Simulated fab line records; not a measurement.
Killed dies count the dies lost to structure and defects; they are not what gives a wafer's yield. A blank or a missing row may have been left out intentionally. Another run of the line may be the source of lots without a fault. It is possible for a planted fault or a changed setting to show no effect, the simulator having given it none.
fab line records	flow nand-harc
record: lots: 11	wafers: 33	last-day: 25
route steps=1159 shown P_GATE@204 P_CONTACT@230 END@1159
lots untouched by any fault: they come from a run of this same line in which no faults occurred
start-h: the number of hours between the record's first day and the start of the first shown wafer of the lot	wait-h: hours since the lot's step before	" same as the row above	L1.1+2: a row that stands for several wafers	- either no value or no given start	* or withheld: withheld	< > ~ a bound
route shown NAME@n: NAME is a module with steps in the file, n the number in the route of the first one	usual: mean/standard deviation taken from wafers without a fault	same: alike in all rows	chamber/n: place in a boat	sites: readings site by site	_std_site: standard deviation across them	_edge_site: mean of outer sites minus mean of inner sites	radius-mm: how far each site lies from the wafer's centre	mask NAME#n: copy n	behind: the most recent tool/chamber to have shaped the wafer	hold: cause of the lot's hold/its duration in hours/its outcome	device: the transistor (n, p or np) that didn't switch	end of line: the tests these same wafers got at the end of their route	where a step has no rows: the recipe by itself	killed: at the first sort, the dies lost to defects and structure; wafer yield is something else	map: a wafer's dies, marking killed ones x, the rest . and places with no die _
set.NAME: the run value of the setting; set.NAME@STEP: its run value at that earlier step	model.NAME: the simulator's own value behind a step, which no gauge read
route steps across a sampled set of lots; one table per step, one row per wafer
services: when a tool's chamber went out of use (start-h, in hours from the record's first day, below 0 if earlier), for how many hours, and the reason
== steps ==
step: NHARC_P_GATE_STRIP_113
recipe: power-w: 1500	temp-c: 110	time-s: 740	chemistry: N2/H2
usual: drypump-motor-current-A: 6.2/0.43	heater-power-w: 88/6
same: time-s: 740
lot.wafer	tool	chamber	start-h	wait-h	drypump-motor-current-A	heater-power-w	rf-hours-counter-h
L821.3	plasma-asher-02	0	99.67	0.5	5.9	99	-
L821.5	"	1	"	"	5.6	81	-
L821.6	"	0	"	"	5.9	97	-
L824.2	plasma-asher-01	1	119.29	0.3	6.6	85	3
L824.3	"	0	"	"	6.6	88	-
L824.5	"	1	"	"	6.6	85	-
L825.2	plasma-asher-02	0	139.41	0.3	5.9	97	38
L825.3	"	1	"	"	5.6	81	-
L825.6	"	0	"	"	5.9	98	-
L830.2	plasma-asher-01	0	157.46	0.2	6.5	87	15
L830.1	"	1	"	"	6.6	84	15
L830.5	"	1	"	"	6.6	87	-
L832.1	plasma-asher-02	1	183.20	0.3	5.6	81	56
L832.3	"	0	"	"	5.9	99	-
L832.6	"	0	"	"	5.9	99	-
L833.3	plasma-asher-01	0	189.30	0.4	6.5	87	-
L833.5	"	0	"	"	6.6	88	-
L833.6	"	1	"	"	6.6	88	-
L837.1	plasma-asher-01	0	201.45	0.3	6.5	87	32
L837.4	"	0	"	"	6.5	89	-
L837.6	"	1	"	"	6.6	84	-
L838.1	plasma-asher-02	1	209.47	0.3	5.6	80	5
L838.2	"	0	"	"	5.9	92	5
L838.3	"	1	"	"	5.6	81	-
L841.2	plasma-asher-02	0	225.36	0.3	5.9	91	10
L841.4	"	0	"	"	5.9	93	-
L841.6	"	1	"	"	5.6	80	-
L844.2	plasma-asher-02	1	236.22	0.2	5.6	81	14
L844.1	"	0	"	"	5.8	92	14
L844.5	"	1	"	"	5.5	80	-
L843.1	plasma-asher-01	0	236.85	0.2	6.6	90	45
L843.5	"	0	"	"	6.5	89	-
L843.6	"	1	"	"	6.6	87	-
step: NHARC_P_CONTACT_PEB_10
recipe: peb-temp-c: 100	peb-time-s: 65
usual: heater-power-total-W: 156.6/0.41	plate-temp-C: 100.00/0.13
lot.wafer	tool	chamber	start-h	wait-h	heater-power-total-W	plate-temp-C
L821.3	litho-track-06	0	103.41	0.0	156.3	100.16
L821.5	"	0	"	"	157.2	100.21
L821.6	"	0	"	"	157.3	99.96
L824.2	litho-track-04	0	123.24	0.1	156.7	99.95
L824.3	"	0	"	"	157.0	100.01
L824.5	"	0	"	"	157.1	99.89
L825.2	litho-track-06	0	143.57	0.1	157.1	99.68
L825.3	"	0	"	"	156.2	99.89
L825.6	"	0	"	"	156.5	99.75
L830.1	litho-track-04	0	161.53	0.1	156.1	100.13
L830.2	"	0	"	"	157.1	99.94
L830.5	"	0	"	"	156.0	99.89
L832.1	litho-track-06	0	187.14	0.1	152.8	98.01
L832.3	"	0	"	"	152.7	97.82
L832.6	"	0	"	"	152.2	97.95
L833.3	litho-track-06	0	193.14	0.0	152.3	98.27
L833.5	"	0	"	"	153.3	98.15
L833.6	"	0	"	"	152.4	98.31
L837.1	litho-track-04	0	205.37	0.1	156.0	99.98
L837.4	"	0	"	"	156.7	99.95
L837.6	"	0	"	"	156.1	99.96
L838.1	litho-track-04	0	213.64	0.1	156.7	99.65
L838.2	"	0	"	"	157.2	100.00
L838.3	"	0	"	"	156.4	100.15
L841.2	litho-track-01	0	229.39	0.1	156.1	99.96
L841.4	"	0	"	"	156.7	100.07
L841.6	"	0	"	"	156.8	99.99
L844.1	litho-track-01	0	240.28	0.1	156.8	100.15
L844.2	"	0	"	"	156.0	100.20
L844.5	"	0	"	"	156.9	100.18
L843.1	litho-track-04	0	240.99	0.1	156.9	100.00
L843.5	"	0	"	"	156.3	99.99
L843.6	"	0	"	"	156.0	99.90
step: NHARC_P_CONTACT_CD_MEAS_12
recipe: target-cd-nm: 90	landing-energy-ev: 500
usual: cd-nm: 89.9/0.5
lot.wafer	tool	chamber	start-h	wait-h	cd-nm
L821.3	cd-sem-03	0	103.49	-	89.8
L821.5	"	0	"	"	89.0
L821.6	"	0	"	"	89.3
L824.2	cd-sem-01	0	123.32	-	90.6
L824.3	"	0	"	"	90.1
L824.5	"	0	"	"	89.8
L825.2	cd-sem-01	0	143.65	-	90.3
L825.3	"	0	"	"	89.6
L825.6	"	0	"	"	89.6
L830.1	cd-sem-02	0	161.61	-	90.3
L830.2	"	0	"	"	90.1
L830.5	"	0	"	"	90.9
L832.1	cd-sem-02	0	187.22	-	82.8
L832.3	"	0	"	"	83.7
L832.6	"	0	"	"	83.0
L833.3	cd-sem-03	0	193.22	-	84.1
L833.5	"	0	"	"	84.5
L833.6	"	0	"	"	83.5
L837.1	cd-sem-03	0	205.46	-	90.7
L837.4	"	0	"	"	89.6
L837.6	"	0	"	"	90.3
L838.1	cd-sem-02	0	213.72	-	90.1
L838.2	"	0	"	"	89.7
L838.3	"	0	"	"	89.7
L841.2	cd-sem-02	0	229.47	-	90.6
L841.4	"	0	"	"	90.9
L841.6	"	0	"	"	91.2
L844.1	cd-sem-01	0	240.36	-	90.5
L844.2	"	0	"	"	90.1
L844.5	"	0	"	"	90.1
L843.1	cd-sem-01	0	241.07	-	90.5
L843.5	"	0	"	"	89.4
L843.6	"	0	"	"	89.8
step: NHARC_P_CONTACT_ETCH_36
recipe: target-depth-a: 2600	over-etch-frac: 0.25	time-s: 406.25	ion-energy-ev: 200	n2-flow-sccm: 150	h2-flow-sccm: 150	ar-flow-sccm: 0	rf-w: 400	bias-w: 150	chemistry: N2/H2
usual: drypump-motor-current-A: 5.9/0.44	h2-flow-sccm: 149.9/0.43	oes-product-au: 0.998/0.0075	rf-vpp-V: 430.6/2.6	showerhead-plenum-p-Torr: 2.04/0.093	throttle-valve-pct: 14.171/0.0092
same: time-s: 406.25
lot.wafer	tool	chamber	start-h	wait-h	drypump-motor-current-A	h2-flow-sccm	oes-product-au	rf-hours-counter-h	rf-vpp-V	showerhead-plenum-p-Torr	throttle-valve-pct
L821.3	rie-diel-09	1	-	-	6.5	149.8	0.992	1	434.0	2.15	14.184
L821.6	"	2	"	"	5.8	149.8	0.988	-	430.1	2.00	14.175
L821.5	"	3	"	"	6.4	149.7	0.997	-	432.2	2.16	14.172
L824.2	rie-diel-06	3	-	-	6.0	150.2	1.000	5	426.8	1.95	14.183
L824.3	"	1	"	"	6.0	150.4	1.004	5	430.5	2.05	14.178
L824.5	"	1	"	"	5.9	150.1	1.004	-	429.7	2.05	14.175
L825.3	rie-diel-09	2	-	-	5.7	150.1	0.999	6	428.9	2.00	14.170
L825.2	"	1	"	"	6.5	150.0	1.002	5	433.1	2.15	14.170
L825.6	"	2	"	"	5.8	150.4	1.006	-	429.4	2.00	14.175
L830.2	rie-diel-06	2	-	-	5.2	150.2	0.999	8	431.8	2.12	14.181
L830.1	"	0	"	"	5.6	150.1	0.996	6	428.0	1.92	14.171
L830.5	"	2	"	"	5.2	149.6	0.982	-	431.4	2.12	14.172
L832.1	rie-diel-09	1	-	-	6.5	150.0	0.987	11	433.7	2.14	14.171
L832.3	"	2	"	"	5.8	150.0	0.993	11	430.8	1.99	14.183
L832.6	"	1	"	"	6.5	149.9	0.996	-	432.7	2.14	14.155
L833.3	rie-diel-09	0	-	-	5.4	149.9	0.998	11	425.2	1.92	14.173
L833.6	"	3	"	"	6.3	148.8	1.012	-	434.1	2.16	14.167
L833.5	"	0	"	"	5.3	150.3	0.991	-	427.9	1.92	14.185
L837.4	rie-diel-06	1	-	-	6.0	150.7	1.008	12	430.5	2.04	14.155
L837.1	"	0	"	"	5.6	150.8	0.991	11	426.4	1.92	14.180
L837.6	"	2	"	"	5.2	150.2	1.014	-	432.8	2.12	14.184
L838.3	rie-diel-09	1	-	-	6.5	150.2	0.994	13	432.0	2.14	14.168
L838.2	"	2	"	"	5.8	150.8	0.990	13	428.9	1.99	14.167
L838.1	"	3	"	"	6.4	149.7	0.996	12	433.2	2.16	14.171
L841.2	rie-diel-09	3	-	-	6.3	150.4	0.991	14	433.7	2.15	14.148
L841.6	"	3	"	"	6.3	149.8	1.004	-	432.8	2.15	14.172
L841.4	"	2	"	"	5.8	150.3	1.005	-	429.7	1.99	14.178
L844.1	rie-diel-09	2	-	-	5.7	149.2	1.000	17	429.6	1.99	14.175
L844.2	"	1	"	"	6.5	150.4	0.992	17	433.1	2.14	14.158
L844.5	"	2	"	"	5.7	149.1	1.001	-	429.6	1.99	14.161
L843.1	rie-diel-05	3	-	-	5.0	150.1	1.007	20	429.9	2.00	14.182
L843.5	"	1	"	"	6.0	149.6	1.007	-	430.9	2.03	14.161
L843.6	"	2	"	"	5.3	149.5	1.011	-	432.1	2.06	14.162
step: NHARC_P_CONTACT_ETCH_31
recipe: target-depth-a: 300	time-s: 85.7	ion-energy-ev: 120	over-etch-frac: 1	ch3f-flow-sccm: 50	o2-flow-sccm: 30	ar-flow-sccm: 200	rf-w: 500	bias-w: 100	chemistry: CH3F/O2
usual: drypump-motor-current-A: 5.9/0.46	oes-product-au: 0.978/0.012	rf-vpp-V: 244.4/1.7	showerhead-plenum-p-Torr: 2.46/0.11	throttle-valve-pct: 20.664/0.0096
same: time-s: 85.7
lot.wafer	tool	chamber	start-h	wait-h	drypump-motor-current-A	oes-product-au	rf-hours-counter-h	rf-vpp-V	showerhead-plenum-p-Torr	throttle-valve-pct
L821.3	rie-diel-09	3	-	-	6.3	0.999	2	246.3	2.59	20.653
L821.6	"	2	"	"	5.8	0.994	-	244.6	2.41	20.659
L821.5	"	3	"	"	6.3	0.999	-	246.3	2.59	20.661
L824.2	rie-diel-06	1	-	-	5.9	0.977	5	244.5	2.47	20.649
L824.3	"	3	"	"	6.0	0.969	5	242.7	2.36	20.673
L824.5	"	3	"	"	6.0	0.969	-	242.3	2.36	20.666
L825.2	rie-diel-09	1	-	-	6.5	0.986	6	244.3	2.58	20.675
L825.3	"	0	"	"	5.3	0.991	5	242.7	2.33	20.664
L825.6	"	0	"	"	5.3	0.984	-	242.2	2.33	20.674
L830.2	rie-diel-06	2	-	-	5.2	0.978	8	244.4	2.55	20.666
L830.1	"	0	"	"	5.6	0.971	7	242.9	2.32	20.656
L830.5	"	0	"	"	5.6	0.968	-	243.7	2.32	20.679
L832.3	rie-diel-09	3	-	-	6.3	0.979	10	246.1	2.59	20.664
L832.1	"	0	"	"	5.3	0.967	11	242.6	2.33	20.646
L832.6	"	3	"	"	6.3	0.982	-	245.1	2.59	20.667
L833.3	rie-diel-09	3	-	-	6.3	0.993	10	245.8	2.59	20.682
L833.5	"	3	"	"	6.3	0.982	-	247.3	2.59	20.676
L833.6	"	0	"	"	5.3	0.980	-	243.0	2.33	20.651
L837.4	rie-diel-06	1	-	-	5.9	0.993	12	245.4	2.46	20.661
L837.1	"	3	"	"	6.0	0.997	11	243.2	2.36	20.666
L837.6	"	1	"	"	6.0	0.988	-	245.6	2.46	20.667
L838.1	rie-diel-09	2	-	-	5.7	0.977	13	243.4	2.41	20.667
L838.2	"	3	"	"	6.3	0.980	12	246.3	2.59	20.669
L838.3	"	1	"	"	6.5	0.963	13	246.7	2.58	20.667
L841.2	rie-diel-09	3	-	-	6.3	0.984	15	245.0	2.59	20.665
L841.4	"	3	"	"	6.4	0.979	-	247.9	2.59	20.678
L841.6	"	1	"	"	6.5	0.979	-	245.2	2.58	20.674
L844.1	rie-diel-09	1	-	-	6.5	0.975	17	244.5	2.57	20.655
L844.2	"	3	"	"	6.3	0.976	16	245.6	2.59	20.660
L844.5	"	1	"	"	6.5	0.987	-	247.4	2.57	20.659
L843.1	rie-diel-05	0	-	-	6.0	0.979	25	242.4	2.28	20.657
L843.6	"	3	"	"	5.0	1.004	-	243.4	2.41	20.658
L843.5	"	0	"	"	6.1	0.982	-	240.7	2.28	20.654
step: NHARC_P_CONTACT_CD_MEAS_19
usual: cd-nm: 89.4/1.2
lot.wafer	tool	chamber	start-h	wait-h	cd-nm
L821.3	cd-sem-02	-	104.55	-	91.3
L821.5	"	-	"	"	89.5
L821.6	"	-	"	"	90.4
L824.2	cd-sem-01	-	124.52	-	88.7
L824.3	"	-	"	"	89.4
L824.5	"	-	"	"	88.8
L825.2	cd-sem-03	-	144.85	-	89.8
L825.3	"	-	"	"	88.5
L825.6	"	-	"	"	87.7
L830.1	cd-sem-02	-	162.81	-	90.1
L830.2	"	-	"	"	89.4
L830.5	"	-	"	"	90.0
L832.1	cd-sem-02	-	188.35	-	82.3
L832.3	"	-	"	"	83.1
L832.6	"	-	"	"	83.5
L833.3	cd-sem-03	-	194.28	-	83.7
L833.5	"	-	"	"	83.9
L833.6	"	-	"	"	84.2
L837.1	cd-sem-01	-	206.52	-	89.0
L837.4	"	-	"	"	88.1
L837.6	"	-	"	"	89.0
L838.1	cd-sem-01	-	214.78	-	89.8
L838.2	"	-	"	"	90.7
L838.3	"	-	"	"	90.4
L841.2	cd-sem-01	-	230.67	-	90.4
L841.4	"	-	"	"	92.3
L841.6	"	-	"	"	90.4
L844.1	cd-sem-01	-	241.42	-	91.3
L844.2	"	-	"	"	92.5
L844.5	"	-	"	"	91.4
L843.1	cd-sem-01	-	242.17	-	89.7
L843.5	"	-	"	"	88.5
L843.6	"	-	"	"	89.9
step: NHARC_END_SORT_01
recipe: temp-c: 25
usual: killed-at-array: 28/8.9	killed-at-other: 0.8/1.2	killed-at-periphery: 3.3/2.3	killed-dies: 32/9.4	killed-open: 3.2/1.8	killed-short: 1.9/1.4
same: gross-dies: 677
lot.wafer	tool	chamber	start-h	wait-h	killed-at-array	killed-at-other	killed-at-periphery	killed-dies	killed-open	killed-short
L832.1	prober-01	0	525.25	2.5	32	0	2	34	2	4
L832.3	prober-01	0	526.85	3.1	20	0	4	24	2	1
L832.6	prober-01	0	529.24	4.0	26	2	1	29	6	1
L833.3	prober-02	0	530.97	3.1	32	6	1	39	3	3
L833.5	prober-02	0	532.59	3.7	38	5	6	49	2	2
L833.6	prober-02	0	533.40	4.0	42	4	8	54	3	1
killed by level:class
L832.1 A_SLIT:chamber-film-flake=15 A_STAIRCASE:chamber-film-flake=5 A_CONTACT:chamber-film-flake=4 A_CHANNEL_HOLE_D1:chamber-film-flake=3 A_CHANNEL_HOLE_D1:geometric-particle:open=2 P_M0:geometric-particle:short=1 A_ONON_D1:geometric-particle:short=1 A_CHANNEL_FILL_D1:geometric-particle:short=1
L832.3 A_SLIT:chamber-film-flake=10 A_CHANNEL_HOLE_D1:chamber-film-flake=4 A_STAIRCASE:chamber-film-flake=4 P_CONTACT:area-peb=2 P_GATE:geometric-particle:open=1 P_M0:geometric-particle:short=1 A_CONTACT:geometric-particle:open=1 A_WL_FILL:chamber-film-flake=1
L832.6 A_SLIT:chamber-film-flake=13 A_CHANNEL_HOLE_D1:chamber-film-flake=4 A_CHANNEL_FILL_D1:geometric-particle:open=3 A_CONTACT:chamber-film-flake=2 P_GATE:geometric-particle:open=1 A_CHANNEL_FILL_D1:geometric-particle:short=1 A_CONTACT:geometric-particle:open=1 A_M0:geometric-particle:open=1
L833.3 A_CHANNEL_HOLE_D1:chamber-film-flake=15 A_STAIRCASE:chamber-film-flake=7 A_CONTACT:chamber-film-flake=5 THIN_TSV:chamber-film-flake=5 A_CONTACT:geometric-particle:short=2 A_SOURCE_PLATE:geometric-particle:open=1 A_ONON_D1:geometric-particle:short=1 A_WL_FILL:geometric-particle:open=1
L833.5 A_CHANNEL_HOLE_D1:chamber-film-flake=21 A_CONTACT:chamber-film-flake=7 THIN_TSV:chamber-film-flake=5 A_STAIRCASE:chamber-film-flake=5 P_M0:chamber-film-flake=3 P_CONTACT:geometric-particle:open=1 P_M0:geometric-particle:open=1 A_ONON_D1:geometric-particle:short=1
L833.6 A_CHANNEL_HOLE_D1:chamber-film-flake=18 A_STAIRCASE:chamber-film-flake=10 A_CONTACT:chamber-film-flake=8 THIN_TSV:chamber-film-flake=4 P_STI:chamber-film-flake=3 P_M0:chamber-film-flake=3 A_CONTACT:geometric-particle:open=2 A_ONON_D1:geometric-particle:open=1
== services ==
tool	chamber	start-h	hours	kind
rie-diel-09	-	77.10	9.0	pm
rie-diel-09	0	77.10	9.0	vent-cycle
rie-diel-09	1	77.10	9.0	vent-cycle
rie-diel-09	2	77.10	9.0	vent-cycle
rie-diel-09	3	77.10	9.0	vent-cycle
rie-diel-09	0	86.10	-	clean
rie-diel-09	1	86.10	-	clean
litho-track-01	-	93.00	7.0	pm
plasma-asher-01	-	99.77	9.0	pm
litho-track-06	-	117.00	7.0	pm
rie-diel-06	0	120.23	12.1	repair
rie-diel-09	3	133.14	12.4	repair
litho-track-04	-	141.00	7.0	pm
rie-diel-05	3	154.31	6.0	repair
rie-diel-09	3	158.50	1.9	repair
rie-diel-06	3	161.44	8.4	repair
rie-diel-05	-	163.73	9.0	pm
plasma-asher-02	-	183.85	9.0	pm
rie-diel-05	3	211.75	6.3	repair
rie-diel-09	2	219.44	1.2	repair
rie-diel-09	1	225.76	2.8	repair
rie-diel-09	0	227.51	3.9	repair
rie-diel-05	3	238.27	3.0	repair
rie-diel-06	-	241.20	9.0	pm
== key ==
first-sign: step: NHARC_P_CONTACT_PEB_10	reading: plate-temp-C	direction: down	sigmas: 14	usual: *	struck: *
effect: step: NHARC_P_CONTACT_PEB_10	reading: heater-power-total-W	direction: down	sigmas: 9.7	usual: *	struck: *
effect: step: NHARC_P_CONTACT_CD_MEAS_12	reading: cd-nm	direction: down	sigmas: 13	usual: 89.9	struck: 83.6	through: control-loop
effect: step: NHARC_P_CONTACT_CD_MEAS_19	reading: cd-nm	direction: down	sigmas: 4.8	usual: 89.4	struck: 83.4	through: control-loop
met-at NHARC_P_CONTACT_PEB_10
struck-lots L832,L833
tester-left-out L832,L833
loop-trim: step: NHARC_P_CONTACT_EXPOSE_09	setting: dose	lots: L833
not-acting-at NHARC_P_GATE_STRIP_113,NHARC_P_CONTACT_ETCH_36,NHARC_P_CONTACT_ETCH_31
onset-between 143.57 187.14
fault: kind: process-parameter-drift	tool: litho-track-06	chamber: -	onset-h: 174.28	steps: NHARC_P_CONTACT_PEB_10	channel: peb-temp-c	offset: *	shape: step	end-h: 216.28	acts-in: *	stated: *
tester-left-out: of these lots the tester's yield and bins aren't shown, on N5 and GAA mostly nor the transistor test; their killed dies are dies lost to structure and defects alone, not to doping, threshold or leakage, so they don't give the yield
loop-trim: a control loop set the setting to another value than it would have without faults
